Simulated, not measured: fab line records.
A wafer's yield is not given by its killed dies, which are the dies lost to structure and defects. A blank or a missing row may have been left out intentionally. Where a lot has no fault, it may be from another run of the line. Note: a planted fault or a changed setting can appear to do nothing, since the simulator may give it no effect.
A lot that was struck, set against a sound lot / flow n5Finfet / 33 steps out of a route of 1938
Sound: wafers L872.1, L872.3, L872.4. Wafers struck: L862.1, L862.3, L862.6. Last of all comes the cause.
For every step that has rows: the tool of each side, followed by ch and its chambers, followed by its first start. Under that, the readings that differ: sound wafers / struck wafers / difference of the means / sigmas: that difference in standard deviations of wafers without a fault.
alike: words and numbers the same on both sides, and readings whose means are apart by under 2 such deviations; not compared: readings that were withheld, readings missing a value for some wafer, numbers with overlapping values and no deviation given by the record, and bounds like >300 which may hide the same value.
The two part at a step that has a row with sigmas, a row that says differs or no value, or rows on one side only. Numbers that have no deviation but don't overlap get no sigmas and don't part them. A reading that every wafer of one side lacks parts them only if that side has two wafers or more.

first, 10 steps without rows for these wafers: N5_BEOL_M4_ETCH_41 (etches SiCN in CH3F/O2, target depth 29.9 nm, time 52.5 s); N5_BEOL_M4_STRIP_97 (strips in N2/H2, time 10 s); N5_BEOL_M4_HM_STRIP_39 (strips TiN in peroxide tin strip, target depth 25 nm, time 158 s); N5_BEOL_M4_SRD_40 (time 30 s); N5_BEOL_M4_PRECLEAN_42 (cleans in residue remover, time 60 s); N5_BEOL_M4_SRD_43 (time 30 s); N5_BEOL_M4_DEGAS_44 (time 60 s); N5_BEOL_M4_PRE_CLEAN_45 (time 30 s); N5_BEOL_M4_ALD_84 (deposits TaN, pulse time 2 s, purge time 3 s, co reactant purge time 2 s); N5_BEOL_M4_SURFACE_TREAT_85.
N5_BEOL_M4_CVD_47: deposits Co from CCTBA/H2, target thk 3 nm, time 223.8 s.
  sound on cvdCo-01 ch 0,1,2, day 12 13:50; struck on cvdCo-01 ch 0,1,2, day 10 14:01
  no value came back on the struck wafers for chamberPressureTorr (Torr), runLengthS (s); on the sound wafers chamberPressureTorr (Torr) reads 30.06 29.96 30.00
then, 19 steps without rows for these wafers: N5_BEOL_M4_SPUTTER_48 (material Cu, target thk 4.5 nm, time 8.29 s); N5_BEOL_M4_ANNEAL_49 (time 240 s); N5_BEOL_M4_SPUTTER_79 (material Cu, target thk 4.5 nm, time 8.29 s); N5_BEOL_M4_ANNEAL_80 (time 240 s); N5_BEOL_M4_SPUTTER_81 (material Cu, target thk 4.5 nm, time 8.29 s); N5_BEOL_M4_ANNEAL_82 (time 240 s); N5_BEOL_M4_SPUTTER_86 (material Cu, target thk 4.5 nm, time 8.29 s); N5_BEOL_M4_ANNEAL_87 (time 240 s); N5_BEOL_M4_SPUTTER_88 (material Cu, target thk 4.5 nm, time 8.29 s); N5_BEOL_M4_ANNEAL_89 (time 240 s); N5_BEOL_M4_SPUTTER_90 (material Cu, target thk 4.5 nm, time 8.29 s); N5_BEOL_M4_ANNEAL_91 (time 240 s); N5_BEOL_M4_SPUTTER_92 (material Cu, target thk 4.5 nm, time 8.29 s); N5_BEOL_M4_ANNEAL_93 (time 240 s); N5_BEOL_M4_SPUTTER_94 (material Cu, target thk 4.5 nm, time 8.29 s); N5_BEOL_M4_ANNEAL_95 (time 240 s); N5_BEOL_M4_SPUTTER_96 (material Cu, target thk 4.5 nm, time 8.29 s); N5_BEOL_M4_ECD_50 (material Cu, target thk 300 nm); N5_BEOL_M4_ANNEAL_51 (time 90 s).
N5_BEOL_M4_CMP_52: polishes, stops on SiOC, t overpolish 6.8 s, target thk 40 nm.
  sound on cmp-02 ch 0,2,3, day 12 17:57; struck on cmp-01 ch 0,1,2, day 10 16:34
reading=barrierFieldEndpointS (s); sound=24.9 25.1 25.2; struck=20.3 21.3 21.0; difference=-4.2; sigmas=-7
  alike: clearingPlatenRpm, motorCurrentA
  not compared: model.Cu_of_BEOL_M4_ECD_50.thkNm
N5_BEOL_M4_RC_MEAS_101:
  the record has rows for the sound wafers here (prober-02 ch 0, day 12 18:34) and none for the struck ones
-- a jump in the record: the struck wafers' starts before and after are 5 days apart (it breaks off in module BEOL_M4 and resumes in module PASSIVATION, where the first step shown is number 1936 of the route) --
N5_PASSIVATION_PROBE_49:
  only the struck wafers here have rows in the record (prober-02, day 15 07:29); the sound ones have none

WHERE THEY PART
Earliest at N5_BEOL_M4_CVD_47; latest, in this record, at N5_PASSIVATION_PROBE_49.

WHY: the cause the simulator had injected
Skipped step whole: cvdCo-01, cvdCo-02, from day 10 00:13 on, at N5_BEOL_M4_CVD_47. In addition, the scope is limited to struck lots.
